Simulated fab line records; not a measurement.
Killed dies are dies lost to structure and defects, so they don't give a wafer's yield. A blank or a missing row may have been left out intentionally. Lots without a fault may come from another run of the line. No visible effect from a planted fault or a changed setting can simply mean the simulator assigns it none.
Shared-tool check :: flow nand harc :: 7 wafers sampled across 3 lots

## THE REASON FOR OPENING IT
Flagged at NHARC_END_SORT_01: reading killed at array, on 2 of 3 lots. Wafers without a fault read 56, standard deviation 20.
Rule: a lot gets a flag if all its wafers with a number sit over 4 standard deviations from that mean, or if no wafer of it has a number. As for the other lots, they are considered sound.

lot: L253
measured: day 30 22:01
on: prober-01
killed at array, wafer by wafer: 669 673 667
flag: FLAGGED

lot: L252
measured: day 31 04:50
on: prober-02
killed at array, wafer by wafer: 673 675 675
flag: FLAGGED

lot: L254
measured: day 31 20:28
on: prober-01
killed at array, wafer by wafer: 106
flag: 
The mean of the flagged lots' numbers is 672, +616 from the usual (+31 standard deviations).

## EACH LOT AND THE TOOL IT RAN ON
Before the reading, the record contains 5 process steps out of a 1302-step route. Read each cell as the tool, then ch plus the chambers that the sampled wafers visited, then the start.
lot: L253
flag: FLAGGED
NHARC_A_CHANNEL_HOLE_D1_ETCH_24: har etch-01 ch 0,1, day 15 09:05
NHARC_A_CHANNEL_HOLE_D1_ETCH_25: har etch-01 ch 0,1, day 15 09:52
NHARC_A_CHANNEL_FILL_D1_CVD_09: lpcvd poly-04, day 17 10:02
NHARC_A_CHANNEL_FILL_D1_CMP_10: cmp-01 ch 1,2, day 17 13:14
NHARC_A_DECK1_JOINT_ETCHBACK_07: no row

lot: L252
flag: FLAGGED
NHARC_A_CHANNEL_HOLE_D1_ETCH_24: har etch-02 ch 0,1, day 15 10:56
NHARC_A_CHANNEL_HOLE_D1_ETCH_25: har etch-02 ch 0,1, day 15 11:43
NHARC_A_CHANNEL_FILL_D1_CVD_09: lpcvd poly-04, day 17 10:02
NHARC_A_CHANNEL_FILL_D1_CMP_10: cmp-02 ch 0,3, day 17 13:16
NHARC_A_DECK1_JOINT_ETCHBACK_07: no row

lot: L254
flag: 
NHARC_A_CHANNEL_HOLE_D1_ETCH_24: har etch-02 ch 0,1, day 15 23:06
NHARC_A_CHANNEL_HOLE_D1_ETCH_25: har etch-02 ch 0,1, day 15 23:52
NHARC_A_CHANNEL_FILL_D1_CVD_09: lpcvd poly-04 ch 0, day 18 03:50
NHARC_A_CHANNEL_FILL_D1_CMP_10: cmp-01 ch 1,2,3, day 18 07:02
NHARC_A_DECK1_JOINT_ETCHBACK_07: rie si-03 ch 1,2, day 18 07:28
What these steps do:
- NHARC_A_CHANNEL_HOLE_D1_ETCH_24: etches the open film in C4F8/O2/Ar, time 906.2 s, target depth 1500 nm.
- NHARC_A_CHANNEL_HOLE_D1_ETCH_25: etches the open film in C4F8/O2/Ar, time 1040.2 s, target depth 1500 nm.
- NHARC_A_CHANNEL_FILL_D1_CVD_09: deposits poly-Si, target thk 150 nm, time 3000 s.
- NHARC_A_CHANNEL_FILL_D1_CMP_10: polishes, target thk 150 nm.
- NHARC_A_DECK1_JOINT_ETCHBACK_07: etches the open film in HBr, target depth 105 nm, time 26.9 s.
- NHARC_END_SORT_01

## FLAGGED OVER TOTAL, TOOL BY TOOL (the gauges that took the reading come last)
step: NHARC_A_CHANNEL_HOLE_D1_ETCH_24
tool: har etch-01
lots run: 1
flagged: 1
share of the flagged lots: some
sound lots run after its first flagged lot: 0

step: NHARC_A_CHANNEL_HOLE_D1_ETCH_24
tool: har etch-02
lots run: 2
flagged: 1
share of the flagged lots: some
sound lots run after its first flagged lot: 1 (L254)

step: NHARC_A_CHANNEL_HOLE_D1_ETCH_25
tool: har etch-01
lots run: 1
flagged: 1
share of the flagged lots: some
sound lots run after its first flagged lot: 0

step: NHARC_A_CHANNEL_HOLE_D1_ETCH_25
tool: har etch-02
lots run: 2
flagged: 1
share of the flagged lots: some
sound lots run after its first flagged lot: 1 (L254)

step: NHARC_A_CHANNEL_FILL_D1_CVD_09
tool: lpcvd poly-04
lots run: 3
flagged: 2
share of the flagged lots: all
sound lots run after its first flagged lot: 1 (L254)

step: NHARC_A_CHANNEL_FILL_D1_CMP_10
tool: cmp-01
lots run: 2
flagged: 1
share of the flagged lots: some
sound lots run after its first flagged lot: 1 (L254)

step: NHARC_A_CHANNEL_FILL_D1_CMP_10
tool: cmp-02
lots run: 1
flagged: 1
share of the flagged lots: some
sound lots run after its first flagged lot: 0

step: NHARC_A_DECK1_JOINT_ETCHBACK_07
tool: rie si-03
lots run: 1
flagged: 0
share of the flagged lots: none
sound lots run after its first flagged lot: -

step: NHARC_END_SORT_01
tool: prober-01
lots run: 2
flagged: 1
share of the flagged lots: some
sound lots run after its first flagged lot: 1 (L254)

step: NHARC_END_SORT_01
tool: prober-02
lots run: 1
flagged: 1
share of the flagged lots: some
sound lots run after its first flagged lot: 0

## WHAT THE TABLE ALLOWS
Rows of the table that ran each flagged lot: 1, that is lpcvd poly-04 at NHARC_A_CHANNEL_FILL_D1_CVD_09.
- lpcvd poly-04 at NHARC_A_CHANNEL_FILL_D1_CVD_09: 2 of its 3 lots flagged. After the first flagged lot (L254), sound lots still ran on it; a lasting fault on the whole tool would not permit that. On the flagged lots its readings are blank where sound lots have values: pressure mtorr, run length s, zone power lower pct.
There is no row in the table that ran each flagged lot and no sound lot after the first.

## WHAT THE SIMULATOR HAD INSERTED
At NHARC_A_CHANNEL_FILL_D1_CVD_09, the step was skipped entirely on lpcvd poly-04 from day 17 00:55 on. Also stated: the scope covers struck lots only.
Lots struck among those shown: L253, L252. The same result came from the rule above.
